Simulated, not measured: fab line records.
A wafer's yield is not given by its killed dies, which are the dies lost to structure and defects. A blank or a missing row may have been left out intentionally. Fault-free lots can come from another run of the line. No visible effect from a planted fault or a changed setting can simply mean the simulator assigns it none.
fab line records	flow n5_finfet
record lots=7	wafers=21
route steps=1938 shown BEOL_M9@1458 BEOL_M10@1486 BEOL_M11@1540 BEOL_M12@1639 BEOL_M13@1665 BEOL_M14@1751
start_h: hours from the record's opening day to when the first of the lot's shown wafers began	wait_h: time in hours since the lot's previous step	" as in the row above	L1.1+2: a row that stands for several wafers	- value missing, or start not given	* or withheld: withheld	< > ~ a bound
route shown NAME@n: NAME is a module with steps in the file, n the number in the route of the first one	usual: average and standard deviation across the fault-free wafers	same: alike in all rows	chamber/n: place in a boat	sites: per-site readings	_std_site: their standard deviation	_edge_site: mean of outer sites minus mean of inner sites	radius_mm: how far each site lies from the wafer's centre	mask NAME#n: copy n	behind: the last tool/chamber to shape the wafer	hold: why the lot went on hold/how many hours it stayed there/how the hold came to an end	device: the transistor (n, p or np) that didn't switch	end of line: the route-end tests of the same wafers	a step with no rows: only its recipe	killed: dies that structure and defects cost at the first sort, which is not the same as the wafer's yield	map: shows each die of a wafer: x if killed, . if not, _ if none is there
set.NAME: the setting that was run; set.NAME@STEP: the one run at that earlier step	model.NAME: the simulator's own value behind a step, which no gauge read
one table per step and one row per wafer, for lots whose settings were changed on purpose
## steps
# step N5_BEOL_M9_ALD_74
# recipe material=TaN	target_thk_a=20	temp_c=275	ald_precursor_family=PDMAT	ald_co_reactant=NH3	pressure_torr=3	carrier_flow_sccm=1500	pulse_time_s=2	purge_time_s=3	co_reactant_purge_time_s=2	co_reactant_pulse_time_s=3	ald_cycles=40	precursor_vessel_temp_c=75	precursor_vessel_pressure_torr=26.25	precursor_vessel_carrier_sccm=1000
lot.wafer	tool	chamber	start_h	wait_h	set.ald_cycles	model.TaN_of_BEOL_M9_ALD_74.thk_nm
L075.3	ald_metal-02	3	229.77	0.1	40	2
L075.4+6	"	2,3	"	"	33	1.6
L081.2	ald_metal-03	1	261.36	0.1	35	1.8
L081.3+4	"	0,3	"	"	40	2
L083.2	ald_metal-02	1	279.61	0.0	37	1.8
L083.3+5	"	0,2	"	"	40	2
L087.1+2+5	ald_metal-03	0,1,2	298.53	0.0	40	2
L089.2+4	ald_metal-03	2,0	315.00	0.2	42	2
L089.3	"	3	"	"	40	2
L091.3+5+6	ald_metal-03	1,1,2	325.28	0.0	40	2
L097.3	ald_metal-04	3	357.24	0.0	46	2.4
L097.4	"	0	"	"	40	2
L097.5	"	1	"	"	46	2.2
# step N5_BEOL_M10_DESCUM_16
# recipe chemistry=O2	time_s=7.9	source_power_w=50	bias_power_w=20	pressure_mtorr=20	rf_frequency_hz=2.712e+07	temp_c=40	resist=CAR-ArF	o2_flow_sccm=225
lot.wafer	tool	chamber	start_h	wait_h	set.time_s	model.CAR-ArF_of_BEOL_M10_COAT_05.thk_nm
L075.3	rie_diel-05	0	234.63	0.4	7.9	83.6
L075.4+6	"	1	"	"	8.636	83
L081.2	rie_diel-02	3	265.48	0.1	7.9	84.4
L081.3	"	0	"	"	9.396	82.8
L081.4	"	1	"	"	7.9	83.8
L083.2	rie_diel-06	0	283.41	0.0	6.36	84.2
L083.3	"	2	"	"	6.36	84.4
L083.5	"	3	"	"	7.9	83.4
L087.1+2	rie_diel-06	1,0	304.10	0.2	7.9	83.6
L087.5	"	0	"	"	7.9	83.4
L089.2	rie_diel-02	3	319.42	0.0	6.959	84.4
L089.3	"	1	"	"	7.9	83.6
L089.4	"	2	"	"	7.9	83.4
L091.3	rie_diel-02	1	329.50	0.0	9.625	82.6
L091.5	"	2	"	"	9.625	82.4
L091.6	"	3	"	"	7.9	83.6
L097.3	rie_diel-02	0	363.62	0.0	7.9	83.6
L097.4	"	1	"	"	9.603	82.4
L097.5	"	3	"	"	9.603	82.6
# step N5_BEOL_M10_ETCH_61
# recipe chemistry=CF4	target=SiARC	target_depth_a=390	mask_material=CAR-ArF	time_s=65	ion_energy_ev=80	pressure_mtorr=40	source_w=545	bias_w=36	Ar_flow_sccm=100	cf4_flow_sccm=100	ends=cleared
lot.wafer	tool	chamber	start_h	wait_h	set.time_s@BEOL_M10_DESCUM_16	model.CAR-ArF_of_BEOL_M10_COAT_05.thk_nm
L075.3	rie_diel-05	0	234.67	0.0	7.9	55.4
L075.4+6	"	1	"	"	8.636	55
L081.2	rie_diel-02	3	265.52	0.0	7.9	56.4
L081.3	"	0	"	"	9.396	54.8
L081.4	"	1	"	"	7.9	55.8
L083.2	rie_diel-06	0	283.45	0.0	6.36	56.2
L083.3	"	2	"	"	6.36	56.6
L083.5	"	3	"	"	7.9	55.4
L087.1	rie_diel-06	1	304.14	0.0	7.9	55.8
L087.2+5	"	0	"	"	7.9	55.6
L089.2	rie_diel-02	3	319.45	0.0	6.959	56.4
L089.3	"	1	"	"	7.9	55.6
L089.4	"	2	"	"	7.9	55.4
L091.3+5	rie_diel-02	1,2	329.54	0.0	9.625	54.6
L091.6	"	3	"	"	7.9	55.8
L097.3	rie_diel-02	0	363.66	0.0	7.9	55.6
L097.4	"	1	"	"	9.603	54.4
L097.5	"	3	"	"	9.603	54.6
# step N5_BEOL_M11_HM_DEP_02
# recipe material=TiN	target_thk_a=200	temp_c=25	chamber_pressure_pa=0.49996
lot.wafer	tool	chamber	start_h	wait_h	set.target_thk_a	model.TiN_of_BEOL_M11_HM_DEP_02.thk_nm
L075.3	pvd_sputter-03	-	240.29	0.3	200	20
L075.4+6	"	-	"	"	209.2	20.8
L081.2	pvd_sputter-02	-	273.87	1.6	200	20.2
L081.3	"	-	"	"	200	20.4
L081.4	"	-	"	"	183.1	18.8
L083.2+5	pvd_sputter-01	-	290.07	0.5	209.9	21
L083.3	"	-	"	"	209.9	21.2
L087.1	pvd_sputter-01	-	310.24	0.6	200	20
L087.2+5	"	-	"	"	200	20.2
L089.2	pvd_sputter-02	-	329.62	0.7	218	21.8
L089.3	"	-	"	"	218	22
L089.4	"	-	"	"	200	20.2
L091.3+5	pvd_sputter-03	-	336.62	1.8	200	19.8
L091.6	"	-	"	"	181.5	18
L097.3	pvd_sputter-02	-	370.97	0.9	220.1	22.2
L097.4+5	"	-	"	"	200	20
# step N5_BEOL_M11_COAT_59
# recipe resist=SOC	temp_c=250	time_s=60	spin_rpm=1500	resist_thk_nm=100
# step N5_BEOL_M11_COAT_60
# recipe resist=SiARC	temp_c=220	time_s=60	spin_rpm=1500	resist_thk_nm=30
# step N5_BEOL_M11_STRIP_68
# recipe chemistry=N2/H2	temp_c=40	n2_flow_sccm=200	h2_flow_sccm=200	rf_frequency_hz=6e+07
# step N5_BEOL_M11_STRIP_67
# recipe chemistry=CF4	resist=SiARC	power_w=300	bias_power_w=75	pressure_mtorr=50	cf4_flow_sccm=150	rf_frequency_hz=6e+07
# step N5_BEOL_M11_HM_OPEN_17
# recipe chemistry=Cl2/BCl3	target_depth_a=200	overetch_a=60	target=TiN	mask_material=SOC	ion_energy_ev=150	pressure_mtorr=10	icp_w=1000	bias_w=126	Cl2_flow_sccm=53.25	bcl3_flow_sccm=21.75	Ar_flow_sccm=25
lot.wafer	tool	chamber	start_h	wait_h	set.target_thk_a@BEOL_M11_HM_DEP_02	model.etch.depth_nm
L075.3	rie_metal-03	0	241.21	0.1	200	20.01
L075.4	"	0	"	"	209.2	20.77
L075.6	"	0	"	"	209.2	20.74
L081.2	rie_metal-02	1	274.75	0.0	200	20.22
L081.3	"	1	"	"	200	20.43
L081.4	"	0	"	"	183.1	18.8
L083.2	rie_metal-02	0	291.03	0.0	209.9	21.04
L083.3	"	0	"	"	209.9	21.14
L083.5	"	1	"	"	209.9	21.03
L087.1	rie_metal-02	0	311.27	0.0	200	20.1
L087.2	"	1	"	"	200	20.28
L087.5	"	1	"	"	200	20.26
L089.2	rie_metal-03	1	330.41	0.0	218	21.72
L089.3	"	1	"	"	218	21.93
L089.4	"	0	"	"	200	20.22
L091.3	rie_metal-01	0	337.41	0.1	200	19.7
L091.5	"	0	"	"	200	19.85
L091.6	"	0	"	"	181.5	18.1
L097.3	rie_metal-02	0	372.30	0.1	220.1	22.28
L097.4	"	1	"	"	200	19.98
L097.5	"	0	"	"	200	20.09
# step N5_BEOL_M11_STRIP_19
# recipe chemistry=O2	power_w=400	temp_c=40	pressure_mtorr=30	rf_frequency_hz=6e+07	bias_power_w=0	overash_fraction=0.2	o2_flow_sccm=225
# step N5_BEOL_M11_STRIP_73
# recipe chemistry=C4F6/O2	resist=SiARC	rf_frequency_hz=6e+07
# step N5_BEOL_M11_STRIP_36
# recipe chemistry=N2/H2	power_w=450	temp_c=40	pressure_mtorr=20	rf_frequency_hz=6e+07	overash_fraction=0.3	bias_power_w=7	h2_frac=0.5	n2_flow_sccm=200	h2_flow_sccm=200
# step N5_BEOL_M11_TRENCH_ETCH_37
# recipe chemistry=C4F6/O2	target_depth_a=1488.3	target=SiCOH_lowk	time_s=48	ion_energy_ev=250	pressure_mtorr=30	source_w=345	bias_w=185	Ar_flow_sccm=300	C4F6_flow_sccm=10	O2_flow_sccm=10
lot.wafer	tool	chamber	start_h	wait_h	set.target_thk_a@BEOL_M11_HM_DEP_02	model.TiN_of_BEOL_M11_HM_DEP_02.thk_nm
L075.3	rie_diel-04	3	-	-	200	15.8
L075.4+6	"	0,2	"	"	209.2	16.6
L081.2	rie_diel-04	2	-	-	200	16
L081.3	"	1	"	"	200	16.2
L081.4	"	3	"	"	183.1	14.8
L083.2+3+5	rie_diel-03	2,1,2	-	-	209.9	17
L087.1+5	rie_diel-01	0,1	-	-	200	16
L087.2	"	3	"	"	200	16.2
L089.2	rie_diel-04	0	-	-	218	17.6
L089.3	"	3	"	"	218	17.8
L089.4	"	2	"	"	200	16
L091.3	rie_diel-04	1	-	-	200	15.4
L091.5	"	2	"	"	200	15.8
L091.6	"	3	"	"	181.5	14
L097.3	rie_diel-03	0	-	-	220.1	18.2
L097.4	"	3	"	"	200	15.8
L097.5	"	0	"	"	200	16
# step N5_BEOL_M12_TRENCH_ETCH_34
# recipe chemistry=C4F8/O2/Ar	target=SiOC	target_depth_a=3189.5	mask_material=SOC	pressure_mtorr=30	source_w=3000	bias_w=700	Ar_flow_sccm=400	C4F8_flow_sccm=15	O2_flow_sccm=8	he_inner_torr=15	he_outer_torr=30	time_s=125.5	ion_energy_ev=250
lot.wafer	tool	chamber	start_h	wait_h	set.time_s	model.etch.depth_nm
L075.3	rie_diel-05	0	249.32	0.0	125.5	324
L075.4	"	1	"	"	125.5	319.2
L075.6	"	0	"	"	125.5	323.1
L081.2	rie_diel-02	3	283.04	0.0	125.5	317.3
L081.3	"	1	"	"	125.5	322.8
L081.4	"	2	"	"	106	263
L083.2	rie_diel-05	1	296.71	0.0	125.5	317.8
L083.3	"	2	"	"	106.3	274.1
L083.5	"	2	"	"	125.5	323.2
L087.1	rie_diel-06	1	319.17	0.0	125.5	316.6
L087.2	"	2	"	"	125.5	309.9
L087.5	"	1	"	"	125.5	318.1
L089.2	rie_diel-05	0	336.48	0.0	125.5	317.3
L089.3	"	2	"	"	133.1	336.8
L089.4	"	0	"	"	133.1	336.9
L091.3	rie_diel-02	3	345.31	0.0	101.6	256.5
L091.5	"	0	"	"	125.5	313.4
L091.6	"	3	"	"	101.6	256
L097.3	rie_diel-02	3	381.95	0.0	125.5	316.7
L097.4	"	3	"	"	125.5	315.5
L097.5	"	2	"	"	125.5	319.1
# step N5_BEOL_M12_STRIP_70
# recipe chemistry=C4F8/O2/Ar	resist=SiARC	rf_frequency_hz=6e+07
# step N5_BEOL_M12_OCD_MEAS_35
# usual trench_depth_nm=317/4.5
lot.wafer	tool	chamber	start_h	wait_h	set.time_s@BEOL_M12_TRENCH_ETCH_34	trench_depth_nm
L075.3	ocd-02	-	249.48	0.0	125.5	324
L075.4	"	-	"	"	125.5	319
L075.6	"	-	"	"	125.5	323
L081.2	ocd-01	-	283.19	0.0	125.5	317
L081.3	"	-	"	"	125.5	323
L081.4	"	-	"	"	106	263
L083.2	ocd-01	-	296.87	0.0	125.5	318
L083.3	"	-	"	"	106.3	274
L083.5	"	-	"	"	125.5	323
L087.1	ocd-01	-	319.32	0.0	125.5	317
L087.2	"	-	"	"	125.5	310
L087.5	"	-	"	"	125.5	318
L089.2	ocd-01	-	336.64	0.0	125.5	317
L089.3	"	-	"	"	133.1	337
L089.4	"	-	"	"	133.1	338
L091.3	ocd-01	-	345.46	0.0	101.6	257
L091.5	"	-	"	"	125.5	314
L091.6	"	-	"	"	101.6	256
L097.3	ocd-01	-	382.10	0.0	125.5	317
L097.4	"	-	"	"	125.5	316
L097.5	"	-	"	"	125.5	319
# step N5_BEOL_M12_SPUTTER_45
# recipe material=Cu	target_thk_a=800	temp_c=-20	bias_v=60	power_w=26000	chamber_pressure_pa=0.13	time_s=13.33
lot.wafer	tool	chamber	start_h	wait_h	set.time_s
L075.3	pvd_sputter-01	-	252.63	0.0	13.33
L075.4+6	"	-	"	"	14.34
L081.2+3+4	pvd_sputter-03	-	287.39	0.0	12.5
L083.2	pvd_sputter-01	-	300.25	0.0	12.25
L083.3+5	"	-	"	"	13.33
L087.1+2+5	pvd_sputter-02	-	324.98	0.0	13.33
L089.2+3	pvd_sputter-03	-	340.20	0.0	13.33
L089.4	"	-	"	"	11.72
L091.3+6	pvd_sputter-03	-	348.01	0.0	13.33
L091.5	"	-	"	"	12.79
L097.3+5	pvd_sputter-01	-	385.98	0.0	13.33
L097.4	"	-	"	"	14.77
# step N5_BEOL_M12_ECD_47
# recipe material=Cu	target_thk_a=7200
# step N5_BEOL_M12_ANNEAL_48
# recipe temp_c=225	time_s=90	ambient=N2
# step N5_BEOL_M12_CMP_49
# recipe stop_on=SiOC	t_overpolish_s=20.6	down_force_psi=1	platen_rpm=50	clearing_platen_down_force_psi=1.5	clearing_platen_rpm=50	post_cmp_clean=cu_alkaline	target_thk_nm=320	clearing_platen_pad_velocity_m_s=0.99484	pad_velocity_m_s=0.99484
lot.wafer	tool	chamber	start_h	wait_h	set.time_s@BEOL_M12_TRENCH_ETCH_34	model.Cu_of_BEOL_M12_ECD_47.thk_nm
L075.3	cmp-04	0	253.28	0.2	125.5	325
L075.4+6	"	2,1	"	"	125.5	-
L081.2+3	cmp-04	0,2	288.03	0.2	125.5	-
L081.4	"	1	"	"	106	-
L083.3	cmp-04	1	300.81	0.2	106.3	275.8
L083.2	"	0	"	"	125.5	-
L083.5	"	1	"	"	125.5	324.6
L087.2	cmp-03	0	325.54	0.2	125.5	311.2
L087.1	"	2	"	"	125.5	318.6
L087.5	"	1	"	"	125.5	320.4
L089.3	cmp-01	0	340.76	0.2	133.1	338.4
L089.2	"	2	"	"	125.5	319.2
L089.4	"	3	"	"	133.1	-
L091.3	cmp-04	1	348.65	0.2	101.6	258.8
L091.6	"	3	"	"	101.6	258.6
L091.5	"	0	"	"	125.5	-
L097.4	cmp-04	3	387.37	0.2	125.5	-
L097.3	"	0	"	"	125.5	318.2
L097.5	"	3	"	"	125.5	319.8
# step N5_BEOL_M12_PRE_CLEAN_52
# recipe gas=NH3	time_s=15	temp_c=withheld	rf_power_w=300
# step N5_BEOL_M12_DEP_53
# recipe material=SiCN	target_thk_a=300	temp_c=withheld	precursor=3MS/NH3	pressure_torr=3	rf_w=675	time_s=10.5
# step N5_BEOL_M12_RS_MEAS_54
# recipe thk_meas_gauge=four-point-probe	reads=Cu_of_BEOL_M12_ECD_47+Ta_of_BEOL_M12_SPUTTER_44+TaN_of_BEOL_M12_SPUTTER_43
# usual M12_RS=0.0604/0.0009
lot.wafer	tool	chamber	start_h	wait_h	set.time_s@BEOL_M12_TRENCH_ETCH_34	M12_RS[ohm/sq]
L075.3	film_metro-01	-	253.70	0.0	125.5	0.0591
L075.4	"	-	"	"	125.5	0.0601
L075.6	"	-	"	"	125.5	0.0594
L081.2	film_metro-02	-	288.42	0.0	125.5	0.0605
L081.3	"	-	"	"	125.5	0.0592
L081.4	"	-	"	"	106	0.0734
L083.2	film_metro-02	-	301.23	0.0	125.5	0.0604
L083.3	"	-	"	"	106.3	0.0703
L083.5	"	-	"	"	125.5	0.0591
L087.1	film_metro-01	-	325.96	0.0	125.5	0.0602
L087.2	"	-	"	"	125.5	0.0615
L087.5	"	-	"	"	125.5	0.0599
L089.2	film_metro-02	-	341.18	0.0	125.5	0.0603
L089.3	"	-	"	"	133.1	0.0569
L089.4	"	-	"	"	133.1	0.0568
L091.3	film_metro-01	-	348.99	0.0	101.6	0.0749
L091.5	"	-	"	"	125.5	0.0607
L091.6	"	-	"	"	101.6	0.0749
L097.3	film_metro-02	-	387.75	0.0	125.5	0.0605
L097.4	"	-	"	"	125.5	0.0607
L097.5	"	-	"	"	125.5	0.0600
# step N5_BEOL_M13_EXPOSE_07
# recipe mask_id=V12	na=0.93	source_shape=conventional	sigma_outer=0.6	polarization=unpolarized	attpsm_phase_deg=180	dose_mj=24.8
lot.wafer	tool	chamber	start_h	wait_h	mask	set.dose_mj
L075.3+4	krf_scanner-02	0	254.05	-	V12#0	23.98
L075.6	"	0	"	"	V12#0	24.8
L081.2	krf_scanner-01	0	288.77	-	V12#0	23.91
L081.3+4	"	0	"	"	V12#0	24.8
L083.2+3+5	krf_scanner-02	0	301.58	-	V12#0	24.8
L087.1+2+5	krf_scanner-01	0	326.30	-	V12#0	24.8
L089.2+4	krf_scanner-01	0	341.66	-	V12#0	24.8
L089.3	"	0	"	"	V12#0	23.99
L091.3+5+6	krf_scanner-01	0	349.35	-	V12#0	24.8
L097.3+5	krf_scanner-02	0	388.11	-	V12#0	26.65
L097.4	"	0	"	"	V12#0	24.8
# step N5_BEOL_M13_PEB_08
# recipe peb_temp_c=130	peb_time_s=90
# step N5_BEOL_M13_DEVELOP_09
# recipe develop_time_s=45	rinse_liquid=diw	dry=air_spin	dev_temp_c=21
# step N5_BEOL_M13_HARDBAKE_14
# recipe temp_c=130	time_s=120
# step N5_BEOL_M13_CD_MEAS_10
# recipe target_cd_nm=190	landing_energy_ev=500	detector=se_inlens	polarity=opening
# usual cd_nm=189.9/1.4
lot.wafer	tool	chamber	start_h	wait_h	set.dose_mj@BEOL_M13_EXPOSE_07	cd_nm
L075.3	cd_sem-01	0	254.21	-	23.98	184.9
L075.4	"	0	"	"	23.98	184.8
L075.6	"	0	"	"	24.8	187.4
L081.2	cd_sem-03	0	288.93	-	23.91	187.6
L081.3	"	0	"	"	24.8	190.9
L081.4	"	0	"	"	24.8	190.7
L083.2	cd_sem-01	0	301.75	-	24.8	189.6
L083.3	"	0	"	"	24.8	189.2
L083.5	"	0	"	"	24.8	188.3
L087.1	cd_sem-03	0	326.47	-	24.8	191.8
L087.2	"	0	"	"	24.8	192.2
L087.5	"	0	"	"	24.8	191.7
L089.2	cd_sem-01	0	341.82	-	24.8	190.4
L089.3	"	0	"	"	23.99	188.8
L089.4	"	0	"	"	24.8	191.5
L091.3	cd_sem-03	0	349.51	-	24.8	190.1
L091.5	"	0	"	"	24.8	190.1
L091.6	"	0	"	"	24.8	191.8
L097.3	cd_sem-03	0	388.27	-	26.65	195.7
L097.4	"	0	"	"	24.8	187.9
L097.5	"	0	"	"	26.65	195.4
# step N5_BEOL_M13_STRIP_71
# recipe chemistry=post_etch_residue_remover	time_s=60	temp_c=25	remover_ph=withheld	remover_water_wt_pct=withheld	remover_fluoride_wt_pct=withheld
# step N5_BEOL_M13_SRD_72
# recipe time_s=30	temp_c=23	rinse_liquid=diw	dry=n2_spin	spin_rpm=1500	dry_time_s=30
# step N5_BEOL_M13_CD_MEAS_17
# recipe target_cd_nm=190	polarity=opening
# usual cd_nm=190.5/1.6
lot.wafer	tool	chamber	start_h	wait_h	set.dose_mj@BEOL_M13_EXPOSE_07	cd_nm
L075.3	cd_sem-03	-	254.83	0.0	23.98	184.7
L075.4	"	-	"	"	23.98	186.2
L075.6	"	-	"	"	24.8	187.7
L081.2	cd_sem-03	-	289.55	0.0	23.91	189.2
L081.3	"	-	"	"	24.8	191.7
L081.4	"	-	"	"	24.8	191.7
L083.2	cd_sem-03	-	302.37	0.0	24.8	190.0
L083.3	"	-	"	"	24.8	190.3
L083.5	"	-	"	"	24.8	189.3
L087.1	cd_sem-02	-	327.09	0.0	24.8	192.3
L087.2	"	-	"	"	24.8	193.4
L087.5	"	-	"	"	24.8	192.0
L089.2	cd_sem-03	-	342.66	0.0	24.8	191.1
L089.3	"	-	"	"	23.99	189.9
L089.4	"	-	"	"	24.8	192.2
L091.3	cd_sem-01	-	350.51	0.0	24.8	190.4
L091.5	"	-	"	"	24.8	190.5
L091.6	"	-	"	"	24.8	192.5
L097.3	cd_sem-03	-	388.96	0.0	26.65	196.5
L097.4	"	-	"	"	24.8	188.4
L097.5	"	-	"	"	26.65	196.1
# step N5_BEOL_M14_ETCH_68
# recipe chemistry=N2/H2	target=SOC	mask_material=SiARC	source_w=3000	bias_w=350	temp_c=40	time_s=450	ion_energy_ev=200	pressure_mtorr=30	n2_flow_sccm=200	h2_flow_sccm=200
lot.wafer	tool	chamber	start_h	wait_h	set.time_s	model.SiARC_of_BEOL_M14_COAT_66.thk_nm
L075.3+4	rie_diel-02	3,1	269.05	0.1	450	65
L075.6	"	0	"	"	450	65.4
L081.2	rie_diel-06	3	296.73	0.1	450	63.8
L081.3	"	1	"	"	450	65
L081.4	"	0	"	"	450	64.2
L083.2	rie_diel-06	3	309.13	0.1	450	63.6
L083.3	"	0	"	"	450	64.6
L083.5	"	1	"	"	389	70.8
L087.1	rie_diel-05	1	334.34	0.1	450	65.8
L087.2	"	2	"	"	450	65
L087.5	"	1	"	"	450	65.6
L089.2	rie_diel-02	0	351.32	0.1	450	66.8
L089.3	"	3	"	"	450	66
L089.4	"	1	"	"	450	66.2
L091.3	rie_diel-05	2	358.48	0.1	450	65
L091.5	"	0	"	"	487.9	61.8
L091.6	"	1	"	"	450	65.6
L097.3	rie_diel-06	3	395.96	0.1	406.2	68.8
L097.4	"	2	"	"	406.2	68.4
L097.5	"	1	"	"	406.2	69.4
## key
split step=N5_BEOL_M9_ALD_74	setting=ald_cycles	stated=40	by=wafer
response step=N5_BEOL_M9_ALD_74	reading=model.TaN_of_BEOL_M9_ALD_74.thk_nm	change=+0.0202	per=1%	r=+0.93
split step=N5_BEOL_M10_DESCUM_16	setting=time_s	stated=7.9	by=wafer
response step=N5_BEOL_M10_DESCUM_16	reading=model.CAR-ArF_of_BEOL_M10_COAT_05.thk_nm	change=-0.0556	per=1%	r=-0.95
response step=N5_BEOL_M10_ETCH_61	reading=model.CAR-ArF_of_BEOL_M10_COAT_05.thk_nm	change=-0.0568	per=1%	r=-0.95
split step=N5_BEOL_M11_HM_DEP_02	setting=target_thk_a	stated=200	by=wafer
response step=N5_BEOL_M11_HM_DEP_02	reading=model.TiN_of_BEOL_M11_HM_DEP_02.thk_nm	change=+0.196	per=1%	r=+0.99
response step=N5_BEOL_M11_HM_OPEN_17	reading=model.etch.depth_nm	change=+0.191	per=1%	r=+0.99
response step=N5_BEOL_M11_TRENCH_ETCH_37	reading=model.TiN_of_BEOL_M11_HM_DEP_02.thk_nm	change=+0.188	per=1%	r=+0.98
split step=N5_BEOL_M12_TRENCH_ETCH_34	setting=time_s	stated=125.5	by=wafer
response step=N5_BEOL_M12_TRENCH_ETCH_34	reading=model.etch.depth_nm	change=+3.21	per=1%	r=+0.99
response step=N5_BEOL_M12_OCD_MEAS_35	reading=trench_depth_nm	change=+3.22	per=1%	r=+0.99
response step=N5_BEOL_M12_CMP_49	reading=model.Cu_of_BEOL_M12_ECD_47.thk_nm	change=+3.19	per=1%	r=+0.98
response step=N5_BEOL_M12_RS_MEAS_54	reading=M12_RS	change=-0.000759	per=1%	r=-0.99
split step=N5_BEOL_M12_SPUTTER_45	setting=time_s	stated=13.33	by=wafer
response none clear
split step=N5_BEOL_M13_EXPOSE_07	setting=dose_mj	stated=24.8	by=wafer
response step=N5_BEOL_M13_CD_MEAS_10	reading=cd_nm	change=+0.935	per=1%	r=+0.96
response step=N5_BEOL_M13_CD_MEAS_17	reading=cd_nm	change=+0.896	per=1%	r=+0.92
split step=N5_BEOL_M14_ETCH_68	setting=time_s	stated=450	by=wafer
response step=N5_BEOL_M14_ETCH_68	reading=model.SiARC_of_BEOL_M14_COAT_66.thk_nm	change=-0.472	per=1%	r=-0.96
